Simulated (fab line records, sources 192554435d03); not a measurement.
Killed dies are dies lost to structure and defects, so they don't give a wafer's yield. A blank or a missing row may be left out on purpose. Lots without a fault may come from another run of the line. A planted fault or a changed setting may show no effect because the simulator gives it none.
Split-lot experiment | flow n5_finfet | 7 lots, 39 wafers read, on a route of 1938 steps

THE SPLIT
At N5_BEOL_M11_PECVD_70 (deposits SiO2 from TEOS/O2, target thk 20 nm, time 22.7 s), the setting time_s was moved away from the recipe's 22.7 s on 9 of the 39 wafers read, by -37.0% to +31.1%. The other wafers ran this setting at the recipe's value.

FROM THE SPLIT TO THE READING: what the file shows between them, 4 steps
- N5_BEOL_M11_HM_DEP_02: deposits TiN, target thk 20 nm
- N5_BEOL_M11_COAT_59: time 60 s, resist thk 100 nm
- N5_BEOL_M11_ECD_50: material Cu, target thk 318 nm
- N5_BEOL_M11_ANNEAL_51: time 90 s

THE READING
barrier_field_endpoint_s, in s, at N5_BEOL_M11_CMP_52 (polishes, stops on SiCOH lowk, t overpolish 7 s, target thk 140 nm). Fault-free wafers of this fab line usually give 28.6 s, standard deviation 0.92 s.

wafer  | tool, chamber at the split | time_s as run, s | against the recipe | barrier_field_endpoint_s, s | against lot-mates on the recipe
L074.4 | pecvd-02, 1,0,1            | 22.7             | recipe             | 28.1                        | -
L074.3 | pecvd-02, 1,0,1            | 22.7             | recipe             | 29.6                        | -
L074.2 | pecvd-02, 1,0,1            | 22.7             | recipe             | 30.7                        | -
L074.1 | pecvd-02, 2                | 29.75            | +31.1%             | 36.0                        | +6.5
L074.5 | pecvd-02, 2                | 29.75            | +31.1%             | 36.4                        | +6.9
L074.6 | pecvd-02, 0                | 29.75            | +31.1%             | 36.8                        | +7.3
L075.1 | pecvd-02, 2                | 22.7             | recipe             | 29.8                        | -
L075.3 | pecvd-02, 1                | 22.7             | recipe             | 27.9                        | -
L075.2 | pecvd-02, 0,1,2            | 22.7             | recipe             | 28.7                        | -
L075.4 | pecvd-02, 0,1,2            | 22.7             | recipe             | 29.0                        | -
L075.5 | pecvd-02, 0                | 22.7             | recipe             | 29.3                        | -
L075.6 | pecvd-02, 0,1,2            | 22.7             | recipe             | 28.3                        | -
L077.4 | pecvd-03, 1                | 22.7             | recipe             | 29.2                        | -
L077.3 | pecvd-03, 1                | 22.7             | recipe             | 28.3                        | -
L077.5 | pecvd-03, 1                | 22.7             | recipe             | 29.0                        | -
L085.4 | pecvd-03, 1,2              | 22.7             | recipe             | 28.3                        | -
L085.1 | pecvd-03, 1                | 14.3             | -37.0%             | 18.7                        | -10.0
L085.3 | pecvd-03, 2,0              | 14.3             | -37.0%             | 19.8                        | -8.9
L085.2 | pecvd-03, 0                | 22.7             | recipe             | 28.8                        | -
L085.5 | pecvd-03, 1,2              | 22.7             | recipe             | 29.1                        | -
L085.6 | pecvd-03, 2,0              | 14.3             | -37.0%             | 18.7                        | -10.0
L089.4 | pecvd-02, 1,2              | 22.7             | recipe             | 28.7                        | -
L089.1 | pecvd-02, 0                | 15.33            | -32.5%             | 20.4                        | -7.8
L089.3 | pecvd-02, 2                | 15.33            | -32.5%             | 19.2                        | -9.0
L089.2 | pecvd-02, 1                | 22.7             | recipe             | 28.1                        | -
L089.5 | pecvd-02, 0                | 15.33            | -32.5%             | 21.8                        | -6.4
L089.6 | pecvd-02, 1,2              | 22.7             | recipe             | 27.7                        | -
L093.1 | pecvd-02, 0                | 22.7             | recipe             | 27.5                        | -
L093.3 | pecvd-02, 1                | 22.7             | recipe             | 27.9                        | -
L093.4 | pecvd-02, 2                | 22.7             | recipe             | 30.1                        | -
L093.2 | pecvd-02, 2,1              | 22.7             | recipe             | 27.5                        | -
L093.5 | pecvd-02, 2,1              | 22.7             | recipe             | 26.5                        | -
L093.6 | pecvd-02, 0                | 22.7             | recipe             | 28.2                        | -
L097.1 | pecvd-04, 2,1,2            | 22.7             | recipe             | 28.5                        | -
L097.4 | pecvd-04, 1                | 22.7             | recipe             | 29.1                        | -
L097.2 | pecvd-04, 2,1,2            | 22.7             | recipe             | 28.2                        | -
L097.3 | pecvd-04, 0                | 22.7             | recipe             | 27.4                        | -
L097.5 | pecvd-04, 2,1,2            | 22.7             | recipe             | 27.9                        | -
L097.6 | pecvd-04, 0                | 22.7             | recipe             | 29.7                        | -
Where a row lists several chambers, the file gives one row for several wafers and doesn't say which wafer went through which chamber.

THE FIT
A straight line over all 39 wafers: barrier_field_endpoint_s changes by +0.253 s for each +1% of time_s; r = +0.98; the points scatter about the line by 0.87 s.
The same after taking each lot's own level away (the mean of its wafers on the recipe; 39 wafers): +0.242 s for each +1%; r = +0.98; scatter 0.81 s.
On that fit, the largest move of time_s shifts the reading by 9 s.
The lots' own levels span 27.95 to 29.47 s, that is 1.6 times the standard deviation above.
So the lot-to-lot level changes the slope little: the two slopes agree.
Check: with one of the wafers moved furthest among these (-37.0%) left out of the fit, the line predicts -8.87 s for it against its lot-mates. It came out at -10 s against them.

THE WHOLE CHAIN: every reading that the file lists as answering this split, in the file's order
step                 | what it does                                                       | reading                                                                           | change (the file's fit)               | r (the file's)
N5_BEOL_M11_PECVD_70 | deposits SiO2 from TEOS/O2, target thk 20 nm, time 22.7 s          | SiO2_of_BEOL_M11_PECVD_70.thk_nm (the simulator's own value, which no gauge read) | +0.194 nm for each +1% of the setting | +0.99
N5_BEOL_M11_CMP_52   | polishes, stops on SiCOH lowk, t overpolish 7 s, target thk 140 nm | barrier_field_endpoint_s                                                          | +0.244 s for each +1% of the setting  | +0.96

THE FILE'S OWN FIT
barrier_field_endpoint_s changes by +0.244 s for each +1% of time_s, r = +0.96.
